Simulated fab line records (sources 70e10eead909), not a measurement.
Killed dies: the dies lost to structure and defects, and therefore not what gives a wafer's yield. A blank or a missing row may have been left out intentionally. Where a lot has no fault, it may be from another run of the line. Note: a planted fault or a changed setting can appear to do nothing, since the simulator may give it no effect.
fab line records ; flow nand_harc
[record] lots = 13; wafers = 39; last_day = 33
route steps=1302 shown A_SGD_CUT@906 A_M1@1201 THIN_TSV@1271 END@1302
lots untouched by any fault: they come from a run of this same line in which no faults occurred
start_h: start of the lot's first displayed wafer, in hours after the record's first day ; wait_h: time in hours since the lot's previous step ; " same as the row above ; L1.1+2: a row that stands for several wafers ; - no value present, or no start provided ; * or withheld: withheld ; < > ~ a bound
route shown NAME@n: a module of which the file shows steps, and the number in the route of the first ; usual: mean/standard deviation of fault-free wafers ; same: alike in all rows ; chamber/n: place in a boat ; sites: the reading at each site ; _std_site: the standard deviation of these ; _edge_site: mean of outer sites minus mean of inner sites ; radius_mm: how far each site lies from the wafer's centre ; mask NAME#n: copy n ; behind: tool/chamber where the wafer was last shaped ; hold: cause of the lot's hold/its duration in hours/its outcome ; device: names the non-switching transistor (n, p or np) ; end of line: the route-end tests of the same wafers ; a step without rows: its recipe alone ; killed: not the wafer's yield, but the dies lost to structure and defects at the first sort ; map: shows each die of a wafer: x if killed, . if not, _ if none is there
set.NAME: the setting that was run; set.NAME@STEP: the one run at that earlier step ; model.NAME: the simulator's own value behind a step, which no gauge read
steps of the route over a sample of lots; a table a step, a row a wafer
services: from which hour (start_h, from the record's first day; less than 0 if before it) a tool's chamber was out of use, for how many hours, and why
[[steps]]
[step NHARC_A_SGD_CUT_ETCH_59]
[recipe] target_depth_a = 2600; over_etch_frac = 0.25; time_s = 406.25; ion_energy_ev = 200; n2_flow_sccm = 150; h2_flow_sccm = 150; ar_flow_sccm = 0; rf_w = 400; bias_w = 150; chemistry = N2/H2
[usual] drypump_motor_current_A = 5.9/0.38; n2_flow_sccm = 150.1/0.43; oes_product_au = 1.004/0.0084; rf_vpp_V = 430.6/2.7; showerhead_plenum_p_Torr = 2.05/0.093; throttle_valve_pct = 14.171/0.0095
lot.wafer;tool;chamber;start_h;wait_h;drypump_motor_current_A;n2_flow_sccm;oes_product_au;rf_hours_counter_h;rf_vpp_V;showerhead_plenum_p_Torr;throttle_valve_pct
L843.1;rie_diel-06;1;429.88;-;5.5;149.7;1.001;8;434.2;2.13;14.182
L843.6;rie_diel-06;3;429.88;-;6.1;150.5;1.019;-;432.4;2.11;14.161
L843.5;rie_diel-06;0;429.88;-;5.7;150.3;1.006;-;430.4;2.07;14.174
L844.4;rie_diel-08;3;445.58;-;6.3;150.3;0.998;6;434.0;2.19;14.174
L844.3;rie_diel-08;0;445.58;-;5.5;150.0;1.001;6;428.0;1.90;14.169
L844.2;rie_diel-08;1;445.58;-;6.2;149.1;1.000;7;428.8;1.96;14.180
L846.1;rie_diel-08;0;477.00;-;5.5;150.4;1.009;10;426.1;1.90;14.169
L846.3;rie_diel-08;1;477.00;-;6.2;149.9;1.007;10;427.9;1.96;14.184
L846.5;rie_diel-08;0;477.00;-;5.5;150.2;1.002;-;426.5;1.90;14.169
L849.2;rie_diel-08;0;508.62;-;5.5;150.3;0.990;12;427.0;1.90;14.156
L849.3;rie_diel-08;2;508.62;-;5.6;150.8;1.003;10;429.4;2.02;14.153
L849.1;rie_diel-08;3;508.62;-;6.3;150.1;0.999;11;433.7;2.19;14.164
L848.4;rie_diel-08;2;517.22;-;5.6;150.5;1.001;12;428.6;2.02;14.179
L848.5;rie_diel-08;2;517.22;-;5.6;150.3;1.001;-;431.5;2.02;14.181
L848.6;rie_diel-08;3;517.22;-;6.3;149.8;0.999;-;433.6;2.19;14.169
L850.3;rie_diel-10;2;517.55;-;6.0;150.3;1.001;4;427.1;1.91;14.169
L850.4;rie_diel-10;1;517.55;-;6.3;149.4;1.016;4;430.9;2.08;14.178
L850.5;rie_diel-10;2;517.55;-;6.0;150.1;1.003;-;425.6;1.91;14.169
L851.1;rie_diel-08;1;527.04;-;6.2;150.9;0.993;14;428.0;1.95;14.174
L851.4;rie_diel-08;2;527.04;-;5.6;149.8;0.980;13;429.6;2.01;14.182
L851.6;rie_diel-08;2;527.04;-;5.6;150.4;0.996;-;430.7;2.02;14.163
L852.2;rie_diel-06;2;538.81;-;6.7;149.9;0.999;3;430.5;2.03;14.166
L852.3;rie_diel-06;0;538.81;-;5.7;150.1;0.999;3;430.8;2.07;14.169
L852.6;rie_diel-06;1;538.81;-;5.5;149.7;1.001;-;431.1;2.13;14.175
L854.1;rie_diel-06;3;550.51;-;6.1;149.5;1.012;5;432.9;2.10;14.181
L854.4;rie_diel-06;1;550.51;-;5.6;150.1;1.003;4;433.5;2.13;14.156
L854.6;rie_diel-06;2;550.51;-;6.7;149.9;1.018;-;430.2;2.03;14.190
L856.2;rie_diel-06;2;595.87;-;6.7;150.4;1.002;6;430.4;2.03;14.172
L856.3;rie_diel-06;1;595.87;-;5.5;149.7;0.997;7;433.6;2.13;14.156
L856.5;rie_diel-06;2;595.87;-;6.7;150.4;1.002;-;430.8;2.03;14.183
L859.3;rie_diel-06;2;597.83;-;6.7;149.7;1.001;7;429.6;2.03;14.173
L859.1;rie_diel-06;0;597.83;-;5.7;149.7;1.011;7;431.3;2.07;14.170
L859.4;rie_diel-06;1;597.83;-;5.5;149.6;1.006;7;433.5;2.13;14.176
L863.2;rie_diel-08;3;657.58;-;6.3;149.9;1.004;10;434.5;2.18;14.185
L863.6;rie_diel-08;1;657.58;-;6.2;151.3;0.997;-;428.5;1.95;14.137
L863.5;rie_diel-08;2;657.58;-;5.6;149.7;1.008;-;429.3;2.01;14.166
L864.1;rie_diel-06;0;658.34;-;5.7;150.4;1.009;9;430.5;2.07;14.160
L864.6;rie_diel-06;3;658.34;-;6.1;150.6;1.010;-;432.1;2.10;14.164
L864.5;rie_diel-06;0;658.34;-;5.7;150.3;0.999;-;432.2;2.07;14.162
[step NHARC_A_M1_DEP_33]
[recipe] target_thk_a = 300; temp_c = 370; target_thk_nm = 30; pressure_torr = 3; flow_sccm = 200; rf_w = 450; material = SiCN
[usual] heater_power_w = 561/96
lot.wafer;tool;chamber;start_h;wait_h;heater_power_w
L843.1;pecvd-03;1;526.60;0.1;520
L843.6;pecvd-03;2;526.60;0.1;619
L843.5;pecvd-03;0;526.60;0.1;354
L844.2;pecvd-02;2;542.16;0.1;579
L844.3;pecvd-02;0;542.16;0.1;492
L844.4;pecvd-02;2;542.16;0.1;577
L846.1;pecvd-03;2;567.89;0.1;665
L846.3;pecvd-03;0;567.89;0.1;466
L846.5;pecvd-03;2;567.89;0.1;654
L849.3;pecvd-03;2;607.58;0.1;577
L849.2;pecvd-03;0;607.58;0.1;422
L849.1;pecvd-03;1;607.58;0.1;526
L850.3;pecvd-03;2;611.45;0.1;684
L850.4;pecvd-03;2;611.45;0.1;678
L850.5;pecvd-03;1;611.45;0.1;579
L848.4;pecvd-01;1;615.32;0.2;616
L848.6;pecvd-01;2;615.32;0.2;395
L848.5;pecvd-01;0;615.32;0.2;767
L851.1;pecvd-02;2;620.38;0.1;619
L851.4;pecvd-02;0;620.38;0.1;415
L851.6;pecvd-02;1;620.38;0.1;683
L852.3;pecvd-02;2;627.32;0.1;599
L852.2;pecvd-02;0;627.32;0.1;466
L852.6;pecvd-02;0;627.32;0.1;450
L854.1;pecvd-02;1;643.46;0.1;613
L854.4;pecvd-02;2;643.46;0.1;606
L854.6;pecvd-02;0;643.46;0.1;438
L859.1;pecvd-03;2;692.96;0.1;615
L859.3;pecvd-03;0;692.96;0.1;416
L859.4;pecvd-03;0;692.96;0.1;402
L856.2;pecvd-03;0;698.98;0.1;426
L856.3;pecvd-03;2;698.98;0.1;622
L856.5;pecvd-03;2;698.98;0.1;625
L864.1;pecvd-03;2;745.05;0.1;587
L864.6;pecvd-03;2;745.05;0.1;588
L864.5;pecvd-03;1;745.05;0.1;605
L863.2;pecvd-01;2;750.67;0.1;431
L863.5;pecvd-01;0;750.67;0.1;696
L863.6;pecvd-01;1;750.67;0.1;620
[step NHARC_THIN_TSV_PRE_CLEAN_50]
[recipe] time_s = 30; temp_c = 280; gas = H2/He
[usual] heater_power_w = 424/40
lot.wafer;tool;chamber;start_h;wait_h;heater_power_w
L843.1;pvd_sputter-02;-;-;-;538
L843.6;pvd_sputter-02;-;-;-;376
L843.5;pvd_sputter-02;-;-;-;414
L844.2;pvd_sputter-02;-;-;-;553
L844.4;pvd_sputter-02;-;-;-;379
L844.3;pvd_sputter-02;-;-;-;423
L846.1;pvd_sputter-02;-;-;-;537
L846.3;pvd_sputter-02;-;-;-;378
L846.5;pvd_sputter-02;-;-;-;401
L849.2;pvd_sputter-02;-;-;-;371
L849.3;pvd_sputter-02;-;-;-;434
L849.1;pvd_sputter-02;-;-;-;405
L850.4;pvd_sputter-02;-;-;-;417
L850.3;pvd_sputter-02;-;-;-;374
L850.5;pvd_sputter-02;-;-;-;399
L848.4;pvd_sputter-01;-;-;-;444
L848.5;pvd_sputter-01;-;-;-;390
L848.6;pvd_sputter-01;-;-;-;462
L851.4;pvd_sputter-01;-;-;-;385
L851.1;pvd_sputter-01;-;-;-;436
L851.6;pvd_sputter-01;-;-;-;440
L852.3;pvd_sputter-01;-;-;-;441
L852.2;pvd_sputter-01;-;-;-;381
L852.6;pvd_sputter-01;-;-;-;430
L854.4;pvd_sputter-02;-;-;-;390
L854.1;pvd_sputter-02;-;-;-;531
L854.6;pvd_sputter-02;-;-;-;395
L859.4;pvd_sputter-01;-;-;-;448
L859.1;pvd_sputter-01;-;-;-;378
L859.3;pvd_sputter-01;-;-;-;394
L856.2;pvd_sputter-02;-;-;-;386
L856.3;pvd_sputter-02;-;-;-;539
L856.5;pvd_sputter-02;-;-;-;395
L864.1;pvd_sputter-03;-;-;-;419
L864.6;pvd_sputter-03;-;-;-;453
L864.5;pvd_sputter-03;-;-;-;446
L863.2;pvd_sputter-02;-;-;-;400
L863.5;pvd_sputter-02;-;-;-;522
L863.6;pvd_sputter-02;-;-;-;401
[step NHARC_THIN_TSV_ETCH_59]
[recipe] target_depth_a = 8800; icp_w = 900; bias_w = 100; Cl2_flow_sccm = 60; bcl3_flow_sccm = 30; time_s = 138.1; chemistry = Cl2/BCl3
[usual] drypump_motor_current_A = 6.2/0.39; oes_product_au = 0.999/0.0086; throttle_valve_pct = 22.264/0.0095
lot.wafer;tool;chamber;start_h;wait_h;drypump_motor_current_A;oes_product_au;rf_hours_counter_h;throttle_valve_pct
L843.1;rie_metal-01;1;548.41;0.1;6.9;1.000;2.5;22.267
L843.6;rie_metal-01;1;548.41;0.1;6.8;1.000;-;22.259
L843.5;rie_metal-01;0;548.41;0.1;6.5;1.002;-;22.260
L844.2;rie_metal-01;1;565.70;0.1;6.8;0.991;3.0;22.248
L844.4;rie_metal-01;1;565.70;0.1;6.8;1.004;-;22.255
L844.3;rie_metal-01;0;565.70;0.1;6.5;1.002;-;22.254
L846.1;rie_metal-03;0;591.32;0.1;6.0;1.004;1.0;22.255
L846.3;rie_metal-03;0;591.32;0.1;6.0;1.005;-;22.251
L846.5;rie_metal-03;0;591.32;0.1;6.0;1.005;-;22.279
L849.1;rie_metal-01;1;630.65;0.1;6.8;0.994;0.6;22.260
L849.2;rie_metal-01;0;630.65;0.1;6.5;0.984;0.6;22.254
L849.3;rie_metal-01;0;630.65;0.1;6.6;1.003;-;22.280
L850.3;rie_metal-03;0;637.03;0.2;6.0;1.000;-;22.287
L850.4;rie_metal-03;0;637.03;0.2;6.0;1.014;-;22.258
L850.5;rie_metal-03;0;637.03;0.2;6.0;1.011;-;22.271
L848.4;rie_metal-01;0;638.01;0.2;6.5;0.993;-;22.250
L848.5;rie_metal-01;0;638.01;0.2;6.6;0.985;-;22.254
L848.6;rie_metal-01;1;638.01;0.2;6.8;1.004;-;22.255
L851.1;rie_metal-03;0;643.36;0.1;6.0;1.004;2.8;22.269
L851.4;rie_metal-03;0;643.36;0.1;6.0;1.004;-;22.262
L851.6;rie_metal-03;0;643.36;0.1;6.1;1.010;-;22.274
L852.2;rie_metal-02;1;650.76;0.2;5.8;0.997;0.1;22.281
L852.3;rie_metal-02;1;650.76;0.2;5.8;0.995;-;22.255
L852.6;rie_metal-02;1;650.76;0.2;5.9;0.988;-;22.256
L854.1;rie_metal-02;1;666.51;0.1;5.8;1.006;0.4;22.257
L854.4;rie_metal-02;0;666.51;0.1;5.7;0.999;-;22.263
L854.6;rie_metal-02;0;666.51;0.1;5.7;0.990;-;22.256
L859.1;rie_metal-02;1;715.82;0.1;5.8;1.001;1.3;22.258
L859.3;rie_metal-02;1;715.82;0.1;5.8;0.992;-;22.259
L859.4;rie_metal-02;0;715.82;0.1;5.8;0.987;-;22.265
L856.2;rie_metal-02;1;723.85;0.1;5.8;0.995;1.5;22.260
L856.3;rie_metal-02;1;723.85;0.1;5.8;0.994;-;22.260
L856.5;rie_metal-02;0;723.85;0.1;5.7;0.994;-;22.255
L864.1;rie_metal-03;0;768.00;0.1;6.0;1.004;1.3;22.260
L864.5;rie_metal-03;0;768.00;0.1;6.1;1.007;-;22.273
L864.6;rie_metal-03;1;768.00;0.1;6.0;1.017;-;22.267
L863.2;rie_metal-02;1;773.48;0.1;5.8;1.003;2.7;22.258
L863.6;rie_metal-02;1;773.48;0.1;5.8;1.003;-;22.268
L863.5;rie_metal-02;0;773.48;0.1;5.8;0.993;-;22.268
[step NHARC_END_SORT_01]
[recipe] temp_c = 25
[usual] killed_at_array = 62/15; killed_at_other = 0.8/1; killed_at_periphery = 3.7/2.6; killed_dies = 66/15; killed_open = 3.1/1.8; killed_short = 2.6/1.7
[same] gross_dies = 677
lot.wafer;tool;chamber;start_h;wait_h;killed_at_array;killed_at_other;killed_at_periphery;killed_dies;killed_open;killed_short
L859.1;prober-02;0;727.84;2.5;101;1;0;102;2;2
L859.3;prober-02;0;729.44;3.1;130;0;4;134;2;2
L859.4;prober-02;0;730.24;3.4;116;0;2;118;3;5
L856.2;prober-01;0;733.44;2.8;150;1;4;155;2;3
L856.3;prober-01;0;734.24;3.1;116;0;6;122;1;3
L856.5;prober-01;0;735.83;3.7;136;0;3;139;4;2
// killed by level:class
L859.1 A_SGD_CUT:unspecified=46 A_CHANNEL_HOLE_D1:chamber_film_flake=35 A_CONTACT:chamber_film_flake=5 A_ZERO_WELL:chamber_film_flake=5 A_WL_FILL:chamber_film_flake=2 A_DECK1_JOINT:geometric_particle:open=1 A_ONON_D2:geometric_particle:short=1 A_WL_FILL:geometric_particle:short=1
L859.3 A_SGD_CUT:unspecified=85 A_CHANNEL_HOLE_D1:chamber_film_flake=30 A_CONTACT:chamber_film_flake=5 A_ZERO_WELL:chamber_film_flake=3 A_WL_FILL:chamber_film_flake=2 P_CONTACT:geometric_particle:short=1 P_M2:geometric_particle:short=1 A_BLC:geometric_particle:open=1
L859.4 A_SGD_CUT:unspecified=71 A_CHANNEL_HOLE_D1:chamber_film_flake=26 A_CONTACT:chamber_film_flake=4 A_ZERO_WELL:chamber_film_flake=3 A_SLIT:chamber_film_flake=3 A_ONON_D1:geometric_particle:open=2 A_M0:geometric_particle:short=2 P_M0:geometric_particle:open=1
L856.2 A_SGD_CUT:unspecified=81 A_SLIT:chamber_film_flake=25 A_CHANNEL_HOLE_D2:chamber_film_flake=19 A_CHANNEL_HOLE_D1:chamber_film_flake=11 A_CONTACT:chamber_film_flake=7 P_BONDPAD:chamber_film_flake=2 A_STAIRCASE:chamber_film_flake=2 P_GATE:geometric_particle:short=1
L856.3 A_SGD_CUT:unspecified=69 A_SLIT:chamber_film_flake=27 A_CONTACT:chamber_film_flake=6 A_STAIRCASE:chamber_film_flake=4 P_BONDPAD:chamber_film_flake=4 A_CHANNEL_HOLE_D2:chamber_film_flake=4 A_ZERO_WELL:chamber_film_flake=2 P_GATE:geometric_particle:short=1
L856.5 A_SGD_CUT:unspecified=78 A_SLIT:chamber_film_flake=23 A_CHANNEL_HOLE_D2:chamber_film_flake=23 A_CONTACT:chamber_film_flake=5 P_GATE:chamber_film_flake=2 A_CHANNEL_HOLE_D1:chamber_film_flake=2 P_CONTACT:geometric_particle:open=1 A_CHANNEL_FILL_D1:geometric_particle:short=1
[[services]]
tool;chamber;start_h;hours;kind
pecvd-03;-;419.24;0.4;repair
rie_diel-06;1;451.69;8.4;repair
rie_diel-06;3;464.83;13.2;repair
pvd_sputter-02;-;468.78;10.0;pm
rie_diel-08;2;473.66;3.7;repair
rie_diel-06;-;484.20;9.0;pm
pvd_sputter-02;-;505.16;2.7;repair
pecvd-03;-;510.30;13.2;repair
rie_diel-08;-;531.31;2.4;repair
rie_diel-08;-;544.80;9.0;pm
pecvd-03;-;547.56;13.0;pm
pvd_sputter-02;-;566.26;2.7;repair
rie_diel-08;3;568.21;3.0;repair
pecvd-03;2;598.88;3.7;repair
rie_diel-06;-;605.15;0.4;repair
rie_diel-06;0;626.52;5.6;repair
rie_diel-08;3;642.71;3.4;repair
pvd_sputter-02;-;646.78;10.0;pm
rie_diel-06;-;661.20;9.0;pm
rie_diel-08;1;669.26;6.4;repair
rie_diel-06;-;674.04;0.7;repair
rie_diel-06;-;704.33;1.2;repair
pecvd-03;-;728.81;13.0;pm
pvd_sputter-02;-;732.28;1.7;repair
[[key]]
[first_sign] step = NHARC_END_SORT_01; reading = killed_at_array; direction = up; sigmas = 4.1; usual = 62; struck = 125
[effect] step = NHARC_END_SORT_01; reading = killed_dies; direction = up; sigmas = 4; usual = 66; struck = 128
[more_kills_born_at] NHARC_A_SGD_CUT_ETCH_59@rie_diel-06 = 429
met_at NHARC_A_SGD_CUT_ETCH_59
struck_lots L856,L859
tester_left_out L856,L859
not_acting_at NHARC_A_M1_DEP_33,NHARC_THIN_TSV_PRE_CLEAN_50,NHARC_THIN_TSV_ETCH_59
onset_between 550.51 595.87
[fault] kind = chamber_particle_source; tool = rie_diel-06; chamber = -; onset_h = 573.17; steps = NHARC_A_SGD_CUT_ETCH_59; rate_per_visit_cm2 = 0.78568; end_h = 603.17
// tester_left_out: of these lots the tester's yield and bins aren't shown, on N5 and GAA mostly nor the transistor test; their killed dies are dies lost to structure and defects alone, not to doping, threshold or leakage, so they don't give the yield
